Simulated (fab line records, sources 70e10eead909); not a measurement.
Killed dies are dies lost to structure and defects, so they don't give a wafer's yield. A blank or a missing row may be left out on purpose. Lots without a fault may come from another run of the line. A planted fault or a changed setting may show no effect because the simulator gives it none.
Chamber matching | flow nand_harc | NHARC_A_SLIT_DESCUM_14 on rie_diel-12: 4 sister chambers
The step chemistry O2, time 3 s. 8 wafers are shown with their chamber, then 9 later ones without.

WAFERS WITH THEIR CHAMBER
wafer  | chamber | drypump_motor_current_A (A) | oes_product_au (a.u.)
L077.4 | 2       | 5.6                         | 1.006
L078.2 | 3       | 5.8                         | 0.987
L085.2 | 3       | 5.8                         | 0.984
L085.3 | 1       | 5.6                         | 0.979
L085.4 | 0       | 5.8                         | 0.983
L088.2 | 2       | 5.6                         | 0.998
L088.3 | 0       | 5.7                         | 0.995
L088.4 | 1       | 5.6                         | 0.981

WAFERS WITHOUT THEIR CHAMBER
wafer  | drypump_motor_current_A (A) | oes_product_au (a.u.)
L091.1 | 5.6                         | 0.994
L091.3 | 5.8                         | 0.990
L091.4 | 5.6                         | 0.990
L092.1 | 5.8                         | 0.995
L092.2 | 5.6                         | 1.004
L092.5 | 5.6                         | 1.006
L097.3 | 5.8                         | 0.988
L097.5 | 5.7                         | 0.996
L097.6 | 5.6                         | 0.986

WHICH CHAMBER EACH WENT THROUGH
wafer  | from the rows above          | in truth
L091.1 | can't be placed: 2 or 1      | 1
L091.3 | can't be placed: 3 or 0      | 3
L091.4 | can't be placed: 1 or 2      | 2
L092.1 | can't be placed: 3 or 0      | 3
L092.2 | 2                            | 2
L092.5 | 2                            | 2
L097.3 | can't be placed: 3 or 0      | 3
L097.5 | can't be placed: 0 or 2 or 3 | 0
L097.6 | can't be placed: 1 or 2      | 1
Placed correctly: 2 of 9. Can't be placed from these rows: 7 (the true chamber is among the candidates in 7). Placed wrongly: 0.
How it was worked out, from the rows above alone: a wafer's distance from a chamber is the root of the sum, over the readings, of the square of ((its reading less the chamber's mean) divided by the reading's scatter). The wafer belongs to the nearest chamber; if the next one is less than 2 further off, it can't be placed. A chamber's mean is the mean of its shown wafers. The scatter: the root of (the sum of the squares of (reading less its chamber's mean) over the shown wafers, divided by (wafers less chambers)).
